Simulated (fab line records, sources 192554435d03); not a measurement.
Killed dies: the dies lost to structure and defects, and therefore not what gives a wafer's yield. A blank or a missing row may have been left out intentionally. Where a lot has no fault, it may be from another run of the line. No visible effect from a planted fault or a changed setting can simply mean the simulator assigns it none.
Split-lot study || flow n5Finfet || 21 wafers read from 7 lots, route of 1938 steps

## ABOUT THE SPLIT
At N5_GATE_CUT_ALD_22 (deposits SiNx, target thk 16 nm, pulse time 1 s, ald cycles 320), the setting aldCycles was moved away from the recipe's 320 on 4 of the 21 wafers read, by -9.7% to +15.6%. For the rest of the wafers, this setting stayed at what the recipe calls for.

Reading taken at the split's own step.

## THE READING
SiNx_of_GATE_CUT_ALD_22.thkNm (the simulator's own value, which no gauge read), in nm, at N5_GATE_CUT_ALD_22 (deposits SiNx, target thk 16 nm, pulse time 1 s, ald cycles 320). There is no usual value for it anywhere in the file. Here, 17 wafers ran the recipe; their average is 16.0 nm with a standard deviation of 0.083 nm.

{"wafer": "L076.2", "tool, chamber at the split": "aldSin-03, 1,1,0", "aldCycles as run": 320, "against the recipe": "recipe", "SiNx_of_GATE_CUT_ALD_22.thkNm, nm": 16, "against lot-mates on the recipe": "-"}
{"wafer": "L076.5", "tool, chamber at the split": "aldSin-03, 1,1,0", "aldCycles as run": 320, "against the recipe": "recipe", "SiNx_of_GATE_CUT_ALD_22.thkNm, nm": 16, "against lot-mates on the recipe": "-"}
{"wafer": "L076.6", "tool, chamber at the split": "aldSin-03, 1,1,0", "aldCycles as run": 320, "against the recipe": "recipe", "SiNx_of_GATE_CUT_ALD_22.thkNm, nm": 16, "against lot-mates on the recipe": "-"}
{"wafer": "L077.1", "tool, chamber at the split": "aldSin-04, 0,3", "aldCycles as run": 320, "against the recipe": "recipe", "SiNx_of_GATE_CUT_ALD_22.thkNm, nm": 16, "against lot-mates on the recipe": "-"}
{"wafer": "L077.2", "tool, chamber at the split": "aldSin-04, 0,3", "aldCycles as run": 320, "against the recipe": "recipe", "SiNx_of_GATE_CUT_ALD_22.thkNm, nm": 16, "against lot-mates on the recipe": "-"}
{"wafer": "L077.4", "tool, chamber at the split": "aldSin-04, 2", "aldCycles as run": 320, "against the recipe": "recipe", "SiNx_of_GATE_CUT_ALD_22.thkNm, nm": 16.2, "against lot-mates on the recipe": "-"}
{"wafer": "L082.1", "tool, chamber at the split": "aldSin-04, 0", "aldCycles as run": 289, "against the recipe": "-9.7%", "SiNx_of_GATE_CUT_ALD_22.thkNm, nm": 14.4, "against lot-mates on the recipe": -1.7}
{"wafer": "L082.4", "tool, chamber at the split": "aldSin-04, 2", "aldCycles as run": 320, "against the recipe": "recipe", "SiNx_of_GATE_CUT_ALD_22.thkNm, nm": 16, "against lot-mates on the recipe": "-"}
{"wafer": "L082.5", "tool, chamber at the split": "aldSin-04, 0", "aldCycles as run": 320, "against the recipe": "recipe", "SiNx_of_GATE_CUT_ALD_22.thkNm, nm": 16.2, "against lot-mates on the recipe": "-"}
{"wafer": "L083.2", "tool, chamber at the split": "aldSin-04, 1", "aldCycles as run": 320, "against the recipe": "recipe", "SiNx_of_GATE_CUT_ALD_22.thkNm, nm": 15.8, "against lot-mates on the recipe": "-"}
{"wafer": "L083.3", "tool, chamber at the split": "aldSin-04, 2", "aldCycles as run": 293, "against the recipe": "-8.4%", "SiNx_of_GATE_CUT_ALD_22.thkNm, nm": 14.6, "against lot-mates on the recipe": -1.3}
{"wafer": "L083.5", "tool, chamber at the split": "aldSin-04, 0", "aldCycles as run": 320, "against the recipe": "recipe", "SiNx_of_GATE_CUT_ALD_22.thkNm, nm": 16, "against lot-mates on the recipe": "-"}
{"wafer": "L090.1", "tool, chamber at the split": "aldSin-01, 0", "aldCycles as run": 359, "against the recipe": "+12.2%", "SiNx_of_GATE_CUT_ALD_22.thkNm, nm": 17.8, "against lot-mates on the recipe": "+1.8"}
{"wafer": "L090.2", "tool, chamber at the split": "aldSin-01, 3,1", "aldCycles as run": 320, "against the recipe": "recipe", "SiNx_of_GATE_CUT_ALD_22.thkNm, nm": 16, "against lot-mates on the recipe": "-"}
{"wafer": "L090.5", "tool, chamber at the split": "aldSin-01, 3,1", "aldCycles as run": 320, "against the recipe": "recipe", "SiNx_of_GATE_CUT_ALD_22.thkNm, nm": 16, "against lot-mates on the recipe": "-"}
{"wafer": "L094.3", "tool, chamber at the split": "aldSin-04, 2,1", "aldCycles as run": 320, "against the recipe": "recipe", "SiNx_of_GATE_CUT_ALD_22.thkNm, nm": 16, "against lot-mates on the recipe": "-"}
{"wafer": "L094.4", "tool, chamber at the split": "aldSin-04, 2,1", "aldCycles as run": 320, "against the recipe": "recipe", "SiNx_of_GATE_CUT_ALD_22.thkNm, nm": 16, "against lot-mates on the recipe": "-"}
{"wafer": "L094.6", "tool, chamber at the split": "aldSin-04, 3", "aldCycles as run": 370, "against the recipe": "+15.6%", "SiNx_of_GATE_CUT_ALD_22.thkNm, nm": 18.4, "against lot-mates on the recipe": "+2.4"}
{"wafer": "L096.1", "tool, chamber at the split": "aldSin-04, 3,0,2", "aldCycles as run": 320, "against the recipe": "recipe", "SiNx_of_GATE_CUT_ALD_22.thkNm, nm": 16, "against lot-mates on the recipe": "-"}
{"wafer": "L096.2", "tool, chamber at the split": "aldSin-04, 3,0,2", "aldCycles as run": 320, "against the recipe": "recipe", "SiNx_of_GATE_CUT_ALD_22.thkNm, nm": 16, "against lot-mates on the recipe": "-"}
{"wafer": "L096.5", "tool, chamber at the split": "aldSin-04, 3,0,2", "aldCycles as run": 320, "against the recipe": "recipe", "SiNx_of_GATE_CUT_ALD_22.thkNm, nm": 16, "against lot-mates on the recipe": "-"}
If several chambers appear in one row, that row covers several wafers at once and the file leaves open which wafer was in which chamber.

THE FIT
A straight line over all 21 wafers: SiNx_of_GATE_CUT_ALD_22.thkNm changes by +0.156 nm for each +1% of aldCycles; r = +0.99; the points scatter about the line by 0.088 nm.
The same after taking each lot's own level away (the mean of its wafers on the recipe; 21 wafers): +0.156 nm for each +1%; r = +1.00; scatter 0.076 nm.
According to that fit, moving aldCycles by its largest amount changes the reading by 2.4 nm.
From 15.90 to 16.10 nm: that is the span of the lots' own levels, equal to 2.4 times the standard deviation above.
So the lot-to-lot level changes the slope little: the two slopes agree.
Check: +2.44 nm against its lot-mates is what the line predicts for one of the wafers moved furthest among these (+15.6%) when that wafer is left out of the fit. It came out at +2.4 nm against them.

## OTHER SPLITS APPLIED TO THESE WAFERS
These wafers also went through other splits before the reading. Each is held against what the fit with the lots' levels taken away leaves over:
{"other split on the same wafers": "N5_GATE_CUT_EXPOSE_10 doseMj", "wafers away from the commonest value": 6, "r with SiNx_of_GATE_CUT_ALD_22.thkNm (lot level and that fit taken away)": "+0.04"}

## THE FILE'S OWN FIT
SiNx_of_GATE_CUT_ALD_22.thkNm changes by +0.156 nm for each +1% of aldCycles, r = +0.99.
